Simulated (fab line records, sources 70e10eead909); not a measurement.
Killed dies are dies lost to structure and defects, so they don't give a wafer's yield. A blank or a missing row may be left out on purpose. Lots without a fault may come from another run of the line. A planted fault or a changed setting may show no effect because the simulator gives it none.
Which tool did it? | flow nand_harc | 24 lots, 72 wafers sampled, at 6 steps of a route of 1159

WHAT THE GAUGES READ, wafer by wafer
The record holds no reading of a measuring or inspecting step that can be judged against a usual standard deviation.

WHICH TOOL RAN EACH LOT (tool, then ch and the chambers of the sampled wafers, then the start)
lot  | NHARC_A_STAIRCASE_ETCH_13                     | NHARC_A_STAIRCASE_ETCH_19                     | NHARC_A_STAIRCASE_TRIM_22                     | NHARC_A_STAIRCASE_DESCUM_186       | NHARC_A_STAIRCASE_ETCH_199     | NHARC_A_STAIRCASE_ETCH_201
L075 | rie_diel-09 ch 2,3, day 11 10:57 or earlier   | rie_diel-09 ch 0,2,3, day 11 10:57 or earlier | rie_diel-09 ch 1,3, day 11 10:57 or earlier   | rie_diel-04 ch 0,1, day 11 10:57   | rie_diel-03 ch 0,1, no start   | rie_diel-03 ch 0,1,3, no start
L074 | rie_diel-04 ch 1,3, day 11 10:47 or earlier   | rie_diel-04 ch 0,2, day 11 10:47 or earlier   | rie_diel-04 ch 1,2, day 11 10:47 or earlier   | rie_diel-09 ch 1,2,3, day 11 10:47 | rie_diel-04 ch 1,3, no start   | rie_diel-04 ch 0,3, no start
L076 | rie_diel-04 ch 0,3, day 11 17:07 or earlier   | rie_diel-04 ch 0,2,3, day 11 17:07 or earlier | rie_diel-04 ch 2,3, day 11 17:07 or earlier   | rie_diel-04 ch 0,1,2, day 11 17:07 | rie_diel-04 ch 0,1,2, no start | rie_diel-04 ch 0,1,3, no start
L077 | rie_diel-03 ch 0,1,2, day 11 18:02 or earlier | rie_diel-03 ch 0,2, day 11 18:02 or earlier   | rie_diel-04 ch 1,2,3, day 11 18:02 or earlier | rie_diel-04 ch 1,3, day 11 18:02   | rie_diel-04 ch 0,1,3, no start | rie_diel-04 ch 0,3, no start
L079 | rie_diel-03 ch 0,1, day 12 05:18 or earlier   | rie_diel-03 ch 0,2,3, day 12 05:18 or earlier | rie_diel-09 ch 1,2,3, day 12 05:18 or earlier | rie_diel-03 ch 0,3, day 12 05:18   | rie_diel-04 ch 1,2, no start   | rie_diel-04 ch 1,2, no start
L078 | rie_diel-03 ch 1,2, day 12 07:07 or earlier   | rie_diel-03 ch 0,2,3, day 12 07:07 or earlier | rie_diel-04 ch 0,1,2, day 12 07:07 or earlier | rie_diel-09 ch 2,3, day 12 07:07   | rie_diel-03 ch 0,3, no start   | rie_diel-03 ch 1,2, no start
L081 | rie_diel-03 ch 0,1, day 12 14:40 or earlier   | rie_diel-03 ch 1,2, day 12 14:40 or earlier   | rie_diel-09 ch 0,1,2, day 12 14:40 or earlier | rie_diel-04 ch 1,2,3, day 12 14:40 | rie_diel-04 ch 1,2,3, no start | rie_diel-04 ch 0,1,2, no start
L080 | rie_diel-03 ch 1,2,3, day 12 15:08 or earlier | rie_diel-03 ch 1,2,3, day 12 15:08 or earlier | rie_diel-03 ch 1,2,3, day 12 15:08 or earlier | rie_diel-03 ch 0,2,3, day 12 15:08 | rie_diel-09 ch 0,1, no start   | rie_diel-09 ch 2,3, no start
L084 | rie_diel-09 ch 1,2, day 13 00:31 or earlier   | rie_diel-09 ch 0,2, day 13 00:31 or earlier   | rie_diel-04 ch 1,2,3, day 13 00:31 or earlier | rie_diel-04 ch 0,1, day 13 00:31   | rie_diel-03 ch 0,1,3, no start | rie_diel-03 ch 1,2,3, no start
L082 | rie_diel-09 ch 2,3, day 13 00:41 or earlier   | rie_diel-09 ch 1,3, day 13 00:41 or earlier   | rie_diel-09 ch 0,1,2, day 13 00:41 or earlier | rie_diel-09 ch 1,2,3, day 13 00:41 | rie_diel-03 ch 0,1,3, no start | rie_diel-03 ch 0,1,3, no start
L083 | rie_diel-03 ch 0,1,2, day 13 01:43 or earlier | rie_diel-03 ch 2,3, day 13 01:43 or earlier   | rie_diel-04 ch 0,1,3, day 13 01:43 or earlier | rie_diel-09 ch 0,1, day 13 01:43   | rie_diel-03 ch 1,2, no start   | rie_diel-03 ch 1,2, no start
L085 | rie_diel-09 ch 0,2,3, day 13 11:46 or earlier | rie_diel-09 ch 0,2,3, day 13 11:46 or earlier | rie_diel-09 ch 1,2,3, day 13 11:46 or earlier | rie_diel-04 ch 1,2, day 13 11:46   | rie_diel-04 ch 0,2, no start   | rie_diel-04 ch 2,3, no start
L086 | rie_diel-09 ch 0,2,3, day 14 08:59 or earlier | rie_diel-09 ch 1,3, day 14 08:59 or earlier   | rie_diel-04 ch 0,1, day 14 08:59 or earlier   | rie_diel-04 ch 0,2,3, day 14 08:59 | rie_diel-09 ch 0,1,2, no start | rie_diel-09 ch 1,2,3, no start
L087 | rie_diel-03 ch 2, day 14 06:34                | rie_diel-03 ch 2, day 14 10:50                | rie_diel-03 ch 2,3, day 14 12:14              | rie_diel-03 ch 2,3, day 14 15:23   | rie_diel-04 ch 1,2,3, no start | rie_diel-04 ch 0,1,3, no start
L089 | rie_diel-09 ch 0,2, day 14 21:40 or earlier   | rie_diel-09 ch 1,2,3, day 14 21:40 or earlier | rie_diel-04 ch 1,3, day 14 21:40 or earlier   | rie_diel-03 ch 1,3, day 14 21:40   | rie_diel-03 ch 1,3, no start   | rie_diel-03 ch 1,3, no start
L088 | rie_diel-09 ch 0,1,3, day 14 21:56 or earlier | rie_diel-09 ch 0,3, day 14 21:56 or earlier   | rie_diel-04 ch 0,2,3, day 14 21:56 or earlier | rie_diel-09 ch 0,2, day 14 21:56   | rie_diel-03 ch 1,3, no start   | rie_diel-03 ch 1,3, no start
L090 | rie_diel-04 ch 0,3, day 15 04:31 or earlier   | rie_diel-04 ch 0,1,2, day 15 04:31 or earlier | rie_diel-04 ch 1,3, day 15 04:31 or earlier   | rie_diel-03 ch 1,3, day 15 04:31   | rie_diel-04 ch 0,2,3, no start | rie_diel-04 ch 0,1,2, no start
L091 | rie_diel-04 ch 0,1,2, day 15 02:30 or earlier | rie_diel-04 ch 0,1,2, day 15 02:30 or earlier | rie_diel-03 ch 1,3, day 15 02:30              | rie_diel-09 ch 0,2,3, day 15 05:11 | rie_diel-03 ch 1,2,3, no start | rie_diel-03 ch 1,2,3, no start
L092 | rie_diel-09 ch 0,2,3, day 15 13:27 or earlier | rie_diel-09 ch 0,1,2, day 15 13:27 or earlier | rie_diel-09 ch 0,1,3, day 15 13:27 or earlier | rie_diel-03 ch 1,2,3, day 15 13:27 | rie_diel-04 ch 0,1,2, no start | rie_diel-04 ch 1,2,3, no start
L096 | rie_diel-03 ch 1,2,3, day 16 00:53 or earlier | rie_diel-03 ch 1,3, day 16 00:53 or earlier   | rie_diel-03 ch 1,3, day 16 00:53 or earlier   | rie_diel-04 ch 0,1, day 16 00:53   | rie_diel-03 ch 1,2, no start   | rie_diel-03 ch 1,2,3, no start
L095 | rie_diel-09 ch 2,3, day 16 00:43 or earlier   | rie_diel-09 ch 0,1, day 16 00:43 or earlier   | rie_diel-04 ch 2,3, day 16 00:43 or earlier   | rie_diel-03 ch 2,3, day 16 00:43   | rie_diel-03 ch 2,3, no start   | rie_diel-03 ch 1,2,3, no start
L094 | rie_diel-09 ch 0,1,2, day 16 07:28 or earlier | rie_diel-09 ch 0,2,3, day 16 07:28 or earlier | rie_diel-09 ch 1,2, day 16 07:28 or earlier   | rie_diel-03 ch 1,3, day 16 07:28   | rie_diel-03 ch 2,3, no start   | rie_diel-03 ch 2,3, no start
L093 | rie_diel-04 ch 0,2,3, day 16 05:37 or earlier | rie_diel-04 ch 2,3, day 16 05:37 or earlier   | rie_diel-04 ch 0,3, day 16 05:37 or earlier   | rie_diel-09 ch 1,2,3, day 16 05:37 | rie_diel-03 ch 1,2,3, no start | rie_diel-03 ch 1,3, no start
L097 | rie_diel-04 ch 0,1,2, day 16 17:44 or earlier | rie_diel-04 ch 0,1,2, day 16 17:44 or earlier | rie_diel-04 ch 0,2, day 16 17:44 or earlier   | rie_diel-09 ch 0,3, day 16 17:44   | rie_diel-09 ch 0,1,2, no start | rie_diel-09 ch 0,2,3, no start
- NHARC_A_STAIRCASE_ETCH_13: etches the open film in C4F8/O2, target depth 100 nm, time 40.5 s.
- NHARC_A_STAIRCASE_ETCH_19: etches the open film in C4F8/O2, target depth 100 nm, time 40.5 s.
- NHARC_A_STAIRCASE_TRIM_22: chemistry O2, time 211.2 s.
- NHARC_A_STAIRCASE_DESCUM_186: chemistry O2, time 3 s.
- NHARC_A_STAIRCASE_ETCH_199: etches the open film in C4F8/O2, target depth 100 nm, time 40.5 s.
- NHARC_A_STAIRCASE_ETCH_201: etches the open film in C4F8/O2, target depth 100 nm, time 40.5 s.

WHAT THE TOOLS THEMSELVES READ (means of the sampled wafers that have a number; where no wafer has one, the mark that the record gives instead)
NHARC_A_STAIRCASE_ETCH_13.
lot  | tool        | oes_product_au (a.u.) | rf_vpp_V (V)
L075 | rie_diel-09 | 0.935                 | 902
L074 | rie_diel-04 | 0.952                 | 888
L076 | rie_diel-04 | 0.929                 | 891
L077 | rie_diel-03 | 0.951                 | 901
L079 | rie_diel-03 | 0.928                 | 900
L078 | rie_diel-03 | 0.955                 | 902
L081 | rie_diel-03 | 0.936                 | 900
L080 | rie_diel-03 | 0.938                 | 898
L084 | rie_diel-09 | 0.936                 | 892
L082 | rie_diel-09 | 0.932                 | 901
L083 | rie_diel-03 | 0.925                 | 901
L085 | rie_diel-09 | 0.935                 | 901
L086 | rie_diel-09 | 0.934                 | 901
L087 | rie_diel-03 | 0.930                 | 904
L089 | rie_diel-09 | 0.957                 | 899
L088 | rie_diel-09 | 0.938                 | 896
L090 | rie_diel-04 | 0.948                 | 897
L091 | rie_diel-04 | 0.952                 | 894
L092 | rie_diel-09 | 0.943                 | 900
L096 | rie_diel-03 | 0.927                 | 898
L095 | rie_diel-09 | 0.948                 | 900
L094 | rie_diel-09 | 0.945                 | 896
L093 | rie_diel-04 | 0.951                 | 898
L097 | rie_diel-04 | 0.940                 | 893

NHARC_A_STAIRCASE_ETCH_19.
lot  | tool        | oes_product_au (a.u.) | rf_vpp_V (V)
L075 | rie_diel-09 | 0.942                 | 901
L074 | rie_diel-04 | 0.960                 | 897
L076 | rie_diel-04 | 0.947                 | 892
L077 | rie_diel-03 | 0.925                 | 903
L079 | rie_diel-03 | 0.935                 | 898
L078 | rie_diel-03 | 0.927                 | 897
L081 | rie_diel-03 | 0.947                 | 903
L080 | rie_diel-03 | 0.933                 | 898
L084 | rie_diel-09 | 0.935                 | 899
L082 | rie_diel-09 | 0.948                 | 893
L083 | rie_diel-03 | 0.935                 | 893
L085 | rie_diel-09 | 0.948                 | 899
L086 | rie_diel-09 | 0.934                 | 898
L087 | rie_diel-03 | 0.923                 | 904
L089 | rie_diel-09 | 0.948                 | 896
L088 | rie_diel-09 | 0.939                 | 901
L090 | rie_diel-04 | 0.950                 | 894
L091 | rie_diel-04 | 0.959                 | 893
L092 | rie_diel-09 | 0.940                 | 895
L096 | rie_diel-03 | 0.955                 | 892
L095 | rie_diel-09 | 0.923                 | 892
L094 | rie_diel-09 | 0.924                 | 900
L093 | rie_diel-04 | 0.951                 | 904
L097 | rie_diel-04 | 0.954                 | 893

NHARC_A_STAIRCASE_TRIM_22.
lot  | tool        | drypump_motor_current_A (A) | oes_product_au (a.u.) | rf_vpp_V (V) | showerhead_plenum_p_Torr (Torr) | throttle_valve_pct (%)
L075 | rie_diel-09 | 5.2                         | 1.017                 | 57.3         | 3.46                            | 17.032
L074 | rie_diel-04 | 5.4                         | 1.013                 | 58.0         | 3.45                            | 17.039
L076 | rie_diel-04 | 6.1                         | 1.003                 | 57.3         | 3.39                            | 17.035
L077 | rie_diel-04 | 5.7                         | 1.006                 | 57.8         | 3.42                            | 17.043
L079 | rie_diel-09 | 5.4                         | 1.006                 | 57.5         | 3.56                            | 17.034
L078 | rie_diel-04 | 5.5                         | 1.011                 | 58.0         | 3.48                            | 17.028
L081 | rie_diel-09 | 5.7                         | 0.995                 | 57.0         | 3.53                            | 17.031
L080 | rie_diel-03 | 5.1                         | 1.006                 | 57.4         | 3.59                            | 17.037
L084 | rie_diel-04 | 5.7                         | 1.003                 | 57.8         | 3.41                            | 17.031
L082 | rie_diel-09 | 5.7                         | 0.997                 | 57.6         | 3.52                            | 17.040
L083 | rie_diel-04 | 5.7                         | 1.005                 | 58.1         | 3.36                            | 17.033
L085 | rie_diel-09 | 5.4                         | 1.010                 | 58.1         | 3.55                            | 17.038
L086 | rie_diel-04 | 5.3                         | 1.012                 | 56.8         | 3.39                            | 17.030
L087 | rie_diel-03 | 5.2                         | 1.001                 | 57.8         | 3.60                            | 17.037
L089 | rie_diel-04 | 5.5                         | 1.014                 | 57.7         | 3.51                            | 17.038
L088 | rie_diel-04 | 5.9                         | 1.006                 | 58.2         | 3.61                            | 17.032
L090 | rie_diel-04 | 5.9                         | 1.008                 | 57.2         | 3.65                            | 17.034
L091 | rie_diel-03 | 4.9                         | 1.012                 | 58.0         | 3.55                            | 17.032
L092 | rie_diel-09 | 5.7                         | 1.001                 | 58.0         | 3.53                            | 17.026
L096 | rie_diel-03 | 4.9                         | 1.004                 | 58.7         | 3.55                            | 17.030
L095 | rie_diel-04 | 6.0                         | 1.009                 | 58.2         | 3.73                            | 17.039
L094 | rie_diel-09 | 5.2                         | 1.007                 | 58.0         | 3.41                            | 17.039
L093 | rie_diel-04 | 5.9                         | 1.006                 | 57.3         | 3.55                            | 17.034
L097 | rie_diel-04 | 5.7                         | 1.012                 | 57.7         | 3.54                            | 17.038

NHARC_A_STAIRCASE_DESCUM_186.
lot  | tool        | drypump_motor_current_A (A) | oes_product_au (a.u.) | rf_vpp_V (V) | showerhead_plenum_p_Torr (Torr) | throttle_valve_pct (%)
L075 | rie_diel-04 | 5.5                         | 1.015                 | 57.6         | 1.85                            | 11.319
L074 | rie_diel-09 | 5.4                         | 1.016                 | 59.0         | 1.93                            | 11.300
L076 | rie_diel-04 | 5.5                         | 1.013                 | 57.4         | 1.88                            | 11.307
L077 | rie_diel-04 | 5.5                         | 1.010                 | 57.4         | 1.80                            | 11.309
L079 | rie_diel-03 | 5.6                         | 0.982                 | 57.5         | 1.90                            | 11.308
L078 | rie_diel-09 | 5.6                         | 1.001                 | 57.7         | 1.99                            | 11.300
L081 | rie_diel-04 | 5.7                         | 1.006                 | 57.6         | 1.85                            | 11.313
L080 | rie_diel-03 | 5.4                         | 0.999                 | 57.3         | 1.93                            | 11.306
L084 | rie_diel-04 | 5.5                         | 1.018                 | 57.7         | 1.85                            | 11.312
L082 | rie_diel-09 | 5.4                         | 1.004                 | 57.5         | 1.92                            | 11.307
L083 | rie_diel-09 | 5.5                         | 1.000                 | 57.9         | 1.85                            | 11.310
L085 | rie_diel-04 | 5.5                         | 1.013                 | 57.8         | 1.91                            | 11.309
L086 | rie_diel-04 | 5.9                         | 1.006                 | 58.3         | 1.96                            | 11.309
L087 | rie_diel-03 | 5.2                         | 1.002                 | 58.3         | 1.96                            | 11.306
L089 | rie_diel-03 | 5.1                         | 1.009                 | 57.7         | 1.86                            | 11.321
L088 | rie_diel-09 | 5.9                         | 1.006                 | 58.5         | 1.97                            | 11.301
L090 | rie_diel-03 | 4.9                         | 1.001                 | 57.5         | 1.93                            | 11.311
L091 | rie_diel-09 | 5.9                         | 1.005                 | 58.3         | 1.98                            | 11.298
L092 | rie_diel-03 | 5.1                         | 0.999                 | 58.3         | 1.94                            | 11.309
L096 | rie_diel-04 | 5.5                         | 1.011                 | 57.4         | 1.84                            | 11.309
L095 | rie_diel-03 | 5.2                         | 0.991                 | 58.3         | 1.95                            | 11.311
L094 | rie_diel-03 | 4.9                         | 0.999                 | 57.9         | 1.92                            | 11.318
L093 | rie_diel-09 | 5.4                         | 1.004                 | 57.8         | 1.91                            | 11.307
L097 | rie_diel-09 | 6.1                         | 0.997                 | 57.7         | 1.97                            | 11.309

NHARC_A_STAIRCASE_ETCH_199.
lot  | tool        | oes_product_au (a.u.) | rf_vpp_V (V)
L075 | rie_diel-03 | 0.937                 | 901
L074 | rie_diel-04 | 0.961                 | 889
L076 | rie_diel-04 | 0.947                 | 894
L077 | rie_diel-04 | 0.948                 | 889
L079 | rie_diel-04 | 0.940                 | 892
L078 | rie_diel-03 | 0.941                 | 892
L081 | rie_diel-04 | 0.957                 | 892
L080 | rie_diel-09 | 0.953                 | 893
L084 | rie_diel-03 | 0.931                 | 897
L082 | rie_diel-03 | 0.931                 | 896
L083 | rie_diel-03 | 0.958                 | 902
L085 | rie_diel-04 | 0.950                 | 894
L086 | rie_diel-09 | 0.955                 | 895
L087 | rie_diel-04 | 0.971                 | 898
L089 | rie_diel-03 | 0.931                 | 892
L088 | rie_diel-03 | 0.930                 | 892
L090 | rie_diel-04 | 0.959                 | 899
L091 | rie_diel-03 | 0.954                 | 898
L092 | rie_diel-04 | 0.958                 | 894
L096 | rie_diel-03 | 0.937                 | 902
L095 | rie_diel-03 | 0.933                 | 899
L094 | rie_diel-03 | 0.935                 | 893
L093 | rie_diel-03 | 0.944                 | 898
L097 | rie_diel-09 | 0.948                 | 895

NHARC_A_STAIRCASE_ETCH_201.
lot  | tool        | oes_product_au (a.u.) | rf_vpp_V (V)
L075 | rie_diel-03 | 0.927                 | 896
L074 | rie_diel-04 | 0.957                 | 891
L076 | rie_diel-04 | 0.944                 | 890
L077 | rie_diel-04 | 0.943                 | 889
L079 | rie_diel-04 | 0.949                 | 894
L078 | rie_diel-03 | 0.939                 | 902
L081 | rie_diel-04 | 0.952                 | 894
L080 | rie_diel-09 | 0.955                 | 901
L084 | rie_diel-03 | 0.951                 | 898
L082 | rie_diel-03 | 0.924                 | 895
L083 | rie_diel-03 | 0.953                 | 903
L085 | rie_diel-04 | 0.951                 | 902
L086 | rie_diel-09 | 0.944                 | 896
L087 | rie_diel-04 | 0.960                 | 895
L089 | rie_diel-03 | 0.934                 | 891
L088 | rie_diel-03 | 0.932                 | 892
L090 | rie_diel-04 | 0.961                 | 894
L091 | rie_diel-03 | 0.949                 | 898
L092 | rie_diel-04 | 0.955                 | 898
L096 | rie_diel-03 | 0.935                 | 897
L095 | rie_diel-03 | 0.930                 | 897
L094 | rie_diel-03 | 0.943                 | 893
L093 | rie_diel-03 | 0.922                 | 892
L097 | rie_diel-09 | 0.936                 | 900

THE ANSWER, worked out from the rows above alone
Rule: what is usual is taken from the lots themselves. Put in order of their means at a reading, lots are off if they are a third of the lots or fewer, leave a main group of 4 or more, and stand apart from it by a gap of 3 or more times the standard deviation of the main group's means; of several such gaps the widest counts. A main group whose means are all the same, to the digits that the tables above print for the reading, isn't used. A lot without any number at a reading at which 4 lots or more have one is off too. The other lots that the step has rows for count as sound. The gauges are gone through in route order, then the tools' own readings, and for those a lot's mean is taken as printed above. The first step at which some lot is off is used, and at that step the reading that is off furthest; a lot without a number counts as furthest.
No lot is off at any reading shown: from this, nothing can be told.

WHAT THE SIMULATOR HAD PUT IN
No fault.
